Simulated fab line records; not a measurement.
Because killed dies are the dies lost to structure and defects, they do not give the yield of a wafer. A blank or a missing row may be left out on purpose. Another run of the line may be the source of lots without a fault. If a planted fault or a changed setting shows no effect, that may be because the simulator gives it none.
Which of the tools did it? + flow nandHarc + 13 lots, 39 wafers sampled, at 5 steps of a route of 1302

## WHAT EACH GAUGE READ, for each wafer
NHARC_A_WL_FILL_INSPECT_15. Usual: rawDefectCount at 464, with a standard deviation of 120.
| lot  | measured     | on               | rawDefectCount | flag |
|------|--------------|------------------|----------------|------|
| L820 | day 21 04:08 | defectInspect-01 | 343 482 383    |      |
| L828 | day 24 02:13 | defectInspect-01 | 437 539 492    |      |
| L827 | day 24 06:14 | defectInspect-02 | 675 474 600    |      |
| L834 | day 27 09:12 | defectInspect-01 | 376 353 466    |      |
| L835 | day 27 19:06 | defectInspect-02 | 378 385 459    |      |
| L836 | day 27 22:38 | defectInspect-01 | 477 518 710    |      |
| L838 | day 28 13:40 | defectInspect-02 | 561 510 437    |      |
| L839 | day 28 13:32 | defectInspect-01 | 543 720 672    |      |
| L837 | day 28 13:31 | defectInspect-02 | 459 434 551    |      |
| L840 | day 30 00:05 | defectInspect-02 | 419 440 483    |      |
| L841 | day 30 10:19 | defectInspect-01 | 374 438 594    |      |
| L843 | day 30 21:13 | defectInspect-02 | 599 690 577    |      |
| L842 | day 31 12:07 | defectInspect-01 | 302 261 272    |      |

NHARC_END_SORT_01. Usual: killedAtArray 51, standard deviation 18; killedAtOther 1.0, standard deviation 1.2; killedAtPeriphery 3.7, standard deviation 2.9; killedDies 55, standard deviation 19; killedOpen 3.5, standard deviation 1.9; killedShort 2.6, standard deviation 1.6.
| lot  | measured     | on        | killedAtArray | killedAtOther | killedAtPeriphery | killedDies | killedOpen | killedShort | flag |
|------|--------------|-----------|---------------|---------------|-------------------|------------|------------|-------------|------|
| L828 | day 27 20:44 | prober-01 | 60 62 73      | 0 0 0         | 1 4 1             | 61 66 74   | 3 5 5      | 4 6 3       |      |
| L834 | day 30 12:57 | prober-02 | 46 61 65      | 2 1 0         | 10 14 7           | 58 76 72   | 1 5 1      | 5 3 3       |      |

## EACH LOT AND THE TOOL THAT RAN IT (in order: tool; ch and the chambers of the sampled wafers; start)
| lot  | NHARC_A_WL_FILL_ALD_10          | NHARC_A_WL_FILL_CVD_20                  | NHARC_A_CONTACT_DEP_24          |
|------|---------------------------------|-----------------------------------------|---------------------------------|
| L820 | aldHk-01 ch 0,1,3, day 20 17:23 | cvdW-01 ch 0,1, day 21 04:08 or earlier | pecvd-04 ch 0,1, day 21 04:20   |
| L828 | aldHk-01 ch 0,1, day 23 15:08   | cvdW-02 ch 1, day 24 02:13 or earlier   | pecvd-04 ch 0,1, day 24 02:30   |
| L827 | aldHk-03 ch 0,2,3, day 23 18:47 | cvdW-02 ch 0,1, day 24 06:14 or earlier | pecvd-04 ch 0,1,2, day 24 06:18 |
| L834 | aldHk-02 ch 1,2, day 26 22:32   | cvdW-01 ch 0,1, day 27 09:12 or earlier | pecvd-03 ch 0,2, day 27 09:16   |
| L835 | aldHk-02 ch 2,3, day 27 07:49   | cvdW-01 ch 0,1, day 27 19:06 or earlier | pecvd-03 ch 0,1,2, day 27 19:21 |
| L836 | aldHk-03 ch 0,3, day 27 11:26   | cvdW-02 ch 0,1, day 27 22:38 or earlier | pecvd-03 ch 1,2, day 27 22:46   |
| L838 | aldHk-01 ch 0,2, day 28 02:25   | cvdW-01 ch 0,1, day 28 13:40 or earlier | pecvd-03 ch 0,2, day 28 13:57   |
| L839 | aldHk-02 ch 0,2,3, day 28 02:55 | cvdW-02 ch 1, day 28 13:32 or earlier   | pecvd-02 ch 0,1, day 28 13:36   |
| L837 | aldHk-03 ch 1,2,3, day 28 02:55 | cvdW-01 ch 0,1, day 28 13:31 or earlier | pecvd-03 ch 0,2, day 28 13:42   |
| L840 | aldHk-01 ch 2,3, day 29 12:52   | cvdW-01 ch 0,1, day 30 00:05 or earlier | pecvd-03 ch 0,1,2, day 30 00:21 |
| L841 | aldHk-01 ch 0,2, day 29 23:44   | cvdW-01 ch 0,1, day 30 10:19 or earlier | pecvd-04 ch 1,2, day 30 10:23   |
| L843 | aldHk-01 ch 0,1,2, day 30 10:00 | cvdW-02 ch 0,1, day 30 21:13 or earlier | pecvd-02 ch 0,2, day 30 21:24   |
| L842 | aldHk-03 ch 0,1, day 30 21:49   | cvdW-02 ch 0,1, day 31 12:07 or earlier | pecvd-02 ch 0,2, day 31 12:11   |
- NHARC_A_WL_FILL_ALD_10: deposits SiO2, target thk 50 nm, pulse time 10 s, ald cycles 500.
- NHARC_A_WL_FILL_CVD_20: deposits W, target thk 100 nm, time 74 s.
- NHARC_A_CONTACT_DEP_24: deposits SiO2, target thk 500 nm.

## AS READ BY THE TOOLS THEMSELVES (means over the sampled wafers that have a number; for cases with no such wafer, the mark the record gives instead)
NHARC_A_WL_FILL_ALD_10. Usual: heaterPowerOuterW 257 W, standard deviation 35; heaterPowerW 457 W, standard deviation 53; precursorPulseHeightRel 1.001, standard deviation 0.021.
| lot  | tool     | heaterPowerOuterW (W) | heaterPowerW (W) | precursorPulseHeightRel | flag |
|------|----------|-----------------------|------------------|-------------------------|------|
| L820 | aldHk-01 | 253                   | 452              | 0.992                   |      |
| L828 | aldHk-01 | 265                   | 481              | 1.002                   |      |
| L827 | aldHk-03 | 251                   | 448              | 0.988                   |      |
| L834 | aldHk-02 | 245                   | 452              | 1.003                   |      |
| L835 | aldHk-02 | 213                   | 412              | 1.027                   |      |
| L836 | aldHk-03 | 229                   | 410              | 0.990                   |      |
| L838 | aldHk-01 | 253                   | 442              | 0.998                   |      |
| L839 | aldHk-02 | 262                   | 470              | 0.989                   |      |
| L837 | aldHk-03 | 258                   | 446              | 1.011                   |      |
| L840 | aldHk-01 | 241                   | 411              | 1.013                   |      |
| L841 | aldHk-01 | 247                   | 425              | 0.996                   |      |
| L843 | aldHk-01 | 252                   | 449              | 1.012                   |      |
| L842 | aldHk-03 | 289                   | 511              | 1.020                   |      |

NHARC_A_WL_FILL_CVD_20. Usual: heaterPowerOuterW 476 W, standard deviation 23; heaterPowerW 788 W, standard deviation 44; mfcArSccm 1559 sccm, standard deviation 4.9; throttleValvePct 8.24 %, standard deviation 0.19.
| lot  | tool    | heaterPowerOuterW (W) | heaterPowerW (W) | mfcArSccm (sccm) | throttleValvePct (%) | flag |
|------|---------|-----------------------|------------------|------------------|----------------------|------|
| L820 | cvdW-01 | 452                   | 754              | 1562             | 8.34                 |      |
| L828 | cvdW-02 | 509                   | 783              | 1556             | 8.26                 |      |
| L827 | cvdW-02 | 496                   | 824              | 1565             | 8.22                 |      |
| L834 | cvdW-01 | 469                   | 743              | 1554             | 8.30                 |      |
| L835 | cvdW-01 | 460                   | 744              | 1557             | 8.29                 |      |
| L836 | cvdW-02 | 514                   | 843              | 1551             | 7.89                 |      |
| L838 | cvdW-01 | 465                   | 762              | 1562             | 8.38                 |      |
| L839 | cvdW-02 | 523                   | 837              | 1561             | 7.77                 |      |
| L837 | cvdW-01 | 463                   | 771              | 1556             | 8.39                 |      |
| L840 | cvdW-01 | 462                   | 750              | 1557             | 8.46                 |      |
| L841 | cvdW-01 | 467                   | 776              | 1556             | 8.40                 |      |
| L843 | cvdW-02 | 490                   | 841              | 1558             | 8.13                 |      |
| L842 | cvdW-02 | 513                   | 845              | 1566             | 8.11                 |      |

NHARC_A_CONTACT_DEP_24. Usual: flowSccm 2649 sccm, standard deviation 7.3; heaterPowerOuterW 280 W, standard deviation 62; heaterPowerW 517 W, standard deviation 81; mfcPrecursorSccm 161.4 sccm, standard deviation 0.47; throttleValvePct 15.9 %, standard deviation 0.49.
| lot  | tool     | flowSccm (sccm) | heaterPowerOuterW (W) | heaterPowerW (W) | mfcPrecursorSccm (sccm) | throttleValvePct (%) | flag |
|------|----------|-----------------|-----------------------|------------------|-------------------------|----------------------|------|
| L820 | pecvd-04 | 2642            | 242                   | 496              | 161.4                   | 15.9                 |      |
| L828 | pecvd-04 | 2651            | 255                   | 508              | 188.3                   | 16.2                 | OFF  |
| L827 | pecvd-04 | 2650            | 262                   | 509              | 187.7                   | 16.0                 | OFF  |
| L834 | pecvd-03 | 2649            | 302                   | 551              | 161.7                   | 16.3                 |      |
| L835 | pecvd-03 | 2648            | 335                   | 591              | 161.3                   | 16.2                 |      |
| L836 | pecvd-03 | 2638            | 275                   | 508              | 162.0                   | 16.0                 |      |
| L838 | pecvd-03 | 2646            | 297                   | 560              | 161.2                   | 16.4                 |      |
| L839 | pecvd-02 | 2645            | 237                   | 429              | 161.3                   | 15.3                 |      |
| L837 | pecvd-03 | 2657            | 297                   | 553              | 161.7                   | 16.5                 |      |
| L840 | pecvd-03 | 2650            | 315                   | 582              | 161.6                   | 16.4                 |      |
| L841 | pecvd-04 | 2647            | 246                   | 486              | 161.5                   | 15.3                 |      |
| L843 | pecvd-02 | 2652            | 315                   | 508              | 160.9                   | 15.8                 |      |
| L842 | pecvd-02 | 2651            | 286                   | 457              | 161.6                   | 15.9                 |      |

## THE ANSWER, worked out from the rows above alone
Rule: take the mean of a lot's wafers that have a number; if it is more than 3 standard deviations from the usual mean, the lot is off. Also off: a lot with no number at a reading for which 4 or more lots have one. Any other lot the step has rows for is counted as sound. Order of review: gauges by route order, followed by the tools' own readings, for which a lot's mean as printed above is used. At the first step where some lot is off, the reading lying furthest off is the one used; lots without a number count as furthest.
Off: L828, L827 (NHARC_A_CONTACT_DEP_24, mfcPrecursorSccm).
If a tool, at that step or one of the process steps before it, ran each lot that is off and ran no sound lot following the first of them, it fits. With no start given for some of its lots, NHARC_A_WL_FILL_CVD_20 uses the hours and lot order of NHARC_A_WL_FILL_INSPECT_15. None of those tried fits.

## WHAT THE SIMULATOR HAD INSERTED
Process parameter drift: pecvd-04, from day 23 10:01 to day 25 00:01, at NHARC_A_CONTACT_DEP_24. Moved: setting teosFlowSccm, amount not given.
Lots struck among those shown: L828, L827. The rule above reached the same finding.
